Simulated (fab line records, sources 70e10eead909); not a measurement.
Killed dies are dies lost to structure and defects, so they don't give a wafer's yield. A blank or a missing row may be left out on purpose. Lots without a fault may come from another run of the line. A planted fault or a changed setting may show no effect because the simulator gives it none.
A struck lot beside a sound one | flow nand_harc | 40 steps out of a route of 1159
Sound: wafers L585.1, L585.5, L585.6. Struck: wafer L591.2. (L591.3, L591.6 of the same lot were not struck and are left out.) The cause comes at the end.
At each step with rows: each side's tool, then ch and its chambers, then its first start. Under that, the readings that differ: sound wafers | struck wafers | difference of the means | sigmas: that difference in standard deviations of wafers without a fault.
alike: readings whose means differ by less than 2 such deviations, and words and numbers that are the same on both sides. not compared: withheld readings, readings that some wafer has no value for, bounds like >300 that may hide the same value, and numbers for which the record gives no deviation and whose values overlap.
The two part at a step that has a row with sigmas, a row that says differs or no value, or rows on one side only. Numbers that don't overlap but have no deviation are shown without sigmas and don't part them. A reading that every wafer of one side lacks parts them only if that side has two wafers or more.

NHARC_A_CONTACT_INSPECT_10:
  sound on defect_inspect-01, day 18 15:16; struck on defect_inspect-02, day 19 17:59
  alike: raw_defect_count
then, 2 steps without rows for these wafers: NHARC_A_CONTACT_DESCUM_13 (chemistry O2, time 3 s); NHARC_A_CONTACT_ETCH_88 (etches the open film in CF4, target depth 39 nm, time 65 s).
NHARC_A_CONTACT_ETCH_89: etches the open film in N2/H2, target depth 260 nm, time 475.3 s.
  sound on rie_diel-03 ch 0,3; struck on rie_diel-10 ch 0
  alike: drypump_motor_current_A, oes_product_au, rf_vpp_V, showerhead_plenum_p_Torr, throttle_valve_pct
  not compared: rf_hours_counter_h
then, 2 steps without rows for these wafers: NHARC_A_CONTACT_ETCH_30 (etches the open film in CF4/CHF3, target depth 60.5 nm, time 30.2 s); NHARC_A_CONTACT_ETCH_31 (etches the open film in O2/COS, target depth 2000 nm, time 520 s).
NHARC_A_CONTACT_ETCH_134: etches the open film in C4F8/O2/Ar, time 140 s, target depth 700 nm.
  sound on har_cap_etch-01 ch 0,1, day 18 16:29; struck on har_cap_etch-02 ch 1, day 19 19:08
  not compared: rf_hours_counter_h
NHARC_A_CONTACT_ETCH_135: etches the open film in C4F8/O2/Ar, time 132 s, target depth 1287 nm.
  sound on har_cap_etch-01 ch 0,1, day 18 16:41; struck on har_cap_etch-02 ch 1, day 19 19:19
  not compared: rf_hours_counter_h
then, 3 steps without rows for these wafers: NHARC_A_CONTACT_ETCH_136 (etches the open film in C4F8/O2/Ar, time 132 s, target depth 1287 nm); NHARC_A_CONTACT_ETCH_137 (etches the open film in C4F8/O2/Ar, time 132 s, target depth 1287 nm); NHARC_A_CONTACT_ETCH_138 (etches the open film in C4F8/O2/Ar, time 132 s, target depth 1289 nm).
NHARC_A_CONTACT_ETCH_139: etches the open film in C4F8/O2/Ar, time 137 s, target depth 590 nm.
  sound on har_cap_etch-01 ch 0,1, day 18 17:11; struck on har_cap_etch-02 ch 1, day 19 19:50
  not compared: rf_hours_counter_h
NHARC_A_CONTACT_ETCH_92: etches the open film in CH3F/O2, target depth 40 nm, time 85.7 s.
  sound on rie_diel-07 ch 2,3, day 18 17:36; struck on rie_diel-10 ch 0, day 19 20:13
  alike: drypump_motor_current_A, oes_product_au, rf_vpp_V, showerhead_plenum_p_Torr, throttle_valve_pct
  not compared: rf_hours_counter_h
then, 1 step without rows for these wafers: NHARC_A_CONTACT_ETCH_98 (etches the open film in C4F6/O2, target depth 20 nm, time 10 s).
NHARC_A_CONTACT_CD_MEAS_15:
  sound on cd_sem-03, day 18 17:48; struck on cd_sem-03, day 19 20:25
  alike: cd_nm
then, 6 steps without rows for these wafers: NHARC_A_CONTACT_STRIP_107 (strips in N2/H2); NHARC_A_CONTACT_STRIP_108 (strips in CF4/CHF3); NHARC_A_CONTACT_STRIP_109 (strips in O2/COS); NHARC_A_CONTACT_ETCH_110 (etches the open film in CF4/O2, target depth 50 nm, overetch 5 nm, time 27.5 s); NHARC_A_CONTACT_STRIP_26 (strips in O2); NHARC_A_CONTACT_STRIP_27 (strips in post etch residue remover, time 600 s).
NHARC_A_CONTACT_ALD_18: deposits TiN, target thk 3 nm, pulse time 1 s, ald cycles 150.
  sound on ald_metal-02 ch 0,3, day 18 18:45; struck on ald_metal-04 ch 0, day 19 21:30
  alike: heater_power_w, precursor_pulse_height_rel
then, 13 steps without rows for these wafers: NHARC_A_CONTACT_CVD_19 (deposits W, target thk 300 nm, time 802 s); NHARC_A_CONTACT_CMP_20 (polishes, t overpolish 30 s, target thk 300 nm); NHARC_A_CONTACT_SRD_22; NHARC_A_BLC_DEHYDRATE_00 (time 120 s); NHARC_A_BLC_HMDS_01 (time 30 s); NHARC_A_BLC_COAT_02 (time 75 s); NHARC_A_BLC_COAT_03 (time 65 s); NHARC_A_BLC_COAT_04 (resist thk 90 nm); NHARC_A_BLC_SOFTBAKE_05 (time 55 s); NHARC_A_BLC_EBR_06; NHARC_A_BLC_EXPOSE_07 (exposes mask A BLC, target cd 100 nm); NHARC_A_BLC_PEB_08 (peb time 65 s); NHARC_A_BLC_DEVELOP_09 (develop time 35 s).
NHARC_A_BLC_CD_MEAS_10: target cd 100 nm.
  sound on cd_sem-03 ch 0, day 18 20:47; struck on cd_sem-03 ch 0, day 19 23:32
  alike: cd_nm
NHARC_A_BLC_OVL_MEAS_11:
  sound on overlay-01, day 18 20:53; struck on overlay-02, day 19 23:37
  alike: overlay_x_nm, overlay_y_nm
then, 2 steps without rows for these wafers: NHARC_A_BLC_DESCUM_15 (chemistry O2, time 3 s); NHARC_A_BLC_ETCH_16 (etches the open film in CF4, target depth 39 nm, time 65 s).
-- the record jumps here: 2 days lie between the struck wafers' starts before and after (it left off in module A_BLC and takes up again in module END, whose first step shown is number 1159 of the route) --
NHARC_END_SORT_01:
  the record has rows for the struck wafers here (prober-02 ch 0, day 22 00:49) and none for the sound ones

WHERE THEY PART
Only at NHARC_END_SORT_01, within this record.

WHY: what the simulator had put in
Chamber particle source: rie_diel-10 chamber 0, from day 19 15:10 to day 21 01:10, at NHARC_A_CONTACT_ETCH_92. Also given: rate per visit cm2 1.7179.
